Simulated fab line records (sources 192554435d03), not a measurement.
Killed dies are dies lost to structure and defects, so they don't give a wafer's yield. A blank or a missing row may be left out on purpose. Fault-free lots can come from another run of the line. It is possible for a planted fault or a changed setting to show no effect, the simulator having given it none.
Comparing a struck lot with a sound one	flow n5 finfet	16 steps out of a route of 1938
Sound: wafers L310.4, L310.5, L310.6. Wafers struck: L323.1, L323.2, L323.4. The cause is given at the end.
Per side, at each step with rows, come the tool, then ch with its chambers, and then its first start. Under that, the readings that differ: sound wafers	struck wafers	difference of the means	sigmas: that difference in standard deviations of wafers without a fault.
alike: readings with means less than 2 such deviations apart, plus words and numbers identical on both sides. not compared: withheld readings, readings lacking a value on some wafer, bounds such as >300 that could conceal the same value, and numbers that have no deviation in the record and whose values overlap.
A row with sigmas, a row that says differs or no value, or rows on one side alone: a step with any of these is where the two part. Numbers that have no deviation but don't overlap get no sigmas and don't part them. A reading missing from all wafers of one side parts the sides only when that side holds two or more wafers.

N5_BEOL_M4_STRIP_36: strips in N2/H2.
  sound on rie diel-06 ch 0,1,3, day 7 19:29; struck on rie diel-04 ch 0,1,3, day 11 00:07
reading	sound	struck	difference	sigmas
rf hours counter h (h)	- - -	7 213 233	no value on the sound wafers	
  alike: drypump motor current A, n2 flow sccm, oes product au, rf vpp V, showerhead plenum p Torr, throttle valve pct
N5_BEOL_M4_TRENCH_ETCH_37: etches SiOC in C4F6/O2, target depth 55.555 nm, time 29.2 s.
  sound on rie diel-06 ch 0,1,3; struck on rie diel-04 ch 0,1,3
reading	sound	struck	difference	sigmas
rf hours counter h (h)	- - -	7 213 233	no value on the sound wafers	
  alike: drypump motor current A, oes_f_703_au, oes product au, rf vpp V, showerhead plenum p Torr, throttle valve pct
N5_BEOL_M4_ETCH_41: etches SiCN in CH3F/O2, target depth 29.9 nm, time 52.5 s.
  sound on rie diel-06 ch 0,1,3; struck on rie diel-04 ch 0,1,3
reading	sound	struck	difference	sigmas
rf hours counter h (h)	- - -	7 213 233	no value on the sound wafers	
  alike: drypump motor current A, oes product au, rf vpp V, showerhead plenum p Torr, throttle valve pct
N5_BEOL_M4_STRIP_97: strips in N2/H2, time 10 s.
  sound on rie diel-06 ch 0,1,3; struck on rie diel-04 ch 0,1,3
reading	sound	struck	difference	sigmas
rf hours counter h (h)	- - -	7 213 233	no value on the sound wafers	
  alike: drypump motor current A, n2 flow sccm, oes product au, rf vpp V, showerhead plenum p Torr, throttle valve pct
N5_BEOL_M4_OCD_MEAS_38:
  sound on ocd-01, day 7 19:40; struck on ocd-01, day 11 00:19
  alike: trench depth nm
then, 4 steps without rows for these wafers: N5_BEOL_M4_HM_STRIP_39 (strips TiN in peroxide tin strip, target depth 25 nm, time 158 s); N5_BEOL_M4_SRD_40 (time 30 s); N5_BEOL_M4_PRECLEAN_42 (cleans in residue remover, time 60 s); N5_BEOL_M4_SRD_43 (time 30 s).
N5_BEOL_M4_CD_MEAS_35: target cd 18 nm, target cd y 22.4 nm.
  sound on cd sem-01, day 7 19:49; struck on cd sem-01, day 11 00:28
  alike: cd nm
then, 2 steps without rows for these wafers: N5_BEOL_M4_DEGAS_44 (time 60 s); N5_BEOL_M4_PRE_CLEAN_45 (time 30 s).
N5_BEOL_M4_ALD_84: deposits TaN, pulse time 2 s, purge time 3 s, co reactant purge time 2 s.
  sound on ald metal-03 ch 0,1, day 7 20:20; struck on ald metal-03 ch 0,1,3, day 11 00:52
reading	sound	struck	difference	sigmas
co reactant pulse time s (s)	3 3 3	2.811 2.811 2.811	-0.189	
  alike: heater power w, precursor vessel pressure torr, precursor vessel temp c
N5_BEOL_M4_SURFACE_TREAT_85:
  sound on pvd sputter-03, day 7 20:37; struck on pvd sputter-02, day 11 01:05
  not compared: throttle valve pct
N5_BEOL_M4_RC_MEAS_101:
  sound on prober-02 ch 0, day 8 00:20; struck on prober-01 ch 0, day 11 04:12
  alike: DIBL_N, DIBL_P, IOFF_N, IOFF_P, ION_N, ION_P, SS_N, SS_P, VT_N, VT_P
after that, 1 step had no rows for these wafers: N5_PASSIVATION_PROBE_49.

WHERE THEY PART
Last at N5_BEOL_M4_STRIP_97 as far as this record goes, first at N5_BEOL_M4_STRIP_36. Later steps at which nothing parts them and some readings are alike: N5_BEOL_M4_OCD_MEAS_38, N5_BEOL_M4_CD_MEAS_35, N5_BEOL_M4_ALD_84, N5_BEOL_M4_RC_MEAS_101.

WHY: whatever the simulator had introduced
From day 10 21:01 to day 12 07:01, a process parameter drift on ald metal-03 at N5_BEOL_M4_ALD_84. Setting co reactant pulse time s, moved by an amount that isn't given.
